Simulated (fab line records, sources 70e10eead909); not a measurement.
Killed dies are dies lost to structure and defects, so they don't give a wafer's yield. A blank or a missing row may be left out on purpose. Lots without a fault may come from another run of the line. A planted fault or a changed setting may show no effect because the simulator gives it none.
Chamber matching | flow nand_harc | NHARC_P_ZERO_WELL_ETCH_63 on rie_si-02: 4 sister chambers
The step etches the open film in HBr/Cl2, target depth 120 nm, time 40.1 s. 8 wafers are shown with their chamber, then 9 later ones without.

WAFERS WITH THEIR CHAMBER
wafer  | chamber | drypump_motor_current_A (A) | he_backside_leak_sccm (sccm)
L083.2 | 0       | 6.1                         | 2.71
L083.4 | 2       | 5.9                         | 2.61
L083.5 | 0       | 6.1                         | 2.71
L089.2 | 1       | 6.1                         | 2.88
L089.5 | 3       | 5.5                         | 2.67
L090.2 | 1       | 6.2                         | 2.97
L090.5 | 2       | 6.0                         | 2.66
L090.6 | 3       | 5.5                         | 2.59

WAFERS WITHOUT THEIR CHAMBER
wafer  | drypump_motor_current_A (A) | he_backside_leak_sccm (sccm)
L093.2 | 6.1                         | 2.53
L093.3 | 5.5                         | 2.64
L093.5 | 5.5                         | 2.63
L094.3 | 6.1                         | 2.72
L094.4 | 6.1                         | 2.75
L094.6 | 6.0                         | 2.48
L097.3 | 5.9                         | 2.53
L097.4 | 6.1                         | 2.68
L097.6 | 6.1                         | 2.75

WHICH CHAMBER EACH WENT THROUGH
wafer  | from the rows above     | in truth
L093.2 | can't be placed: 2 or 0 | 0
L093.3 | 3                       | 3
L093.5 | 3                       | 3
L094.3 | 0                       | 0
L094.4 | 0                       | 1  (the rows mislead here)
L094.6 | can't be placed: 2 or 0 | 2
L097.3 | 2                       | 2
L097.4 | 0                       | 0
L097.6 | 0                       | 0
Placed correctly: 6 of 9. Can't be placed from these rows: 2 (the true chamber is among the candidates in 2). Placed wrongly: 1.
How it was worked out, from the rows above alone: a wafer's distance from a chamber is the root of the sum, over the readings, of the square of ((its reading less the chamber's mean) divided by the reading's scatter). The wafer belongs to the nearest chamber; if the next one is less than 2 further off, it can't be placed. A chamber's mean is the mean of its shown wafers. The scatter: the root of (the sum of the squares of (reading less its chamber's mean) over the shown wafers, divided by (wafers less chambers)).
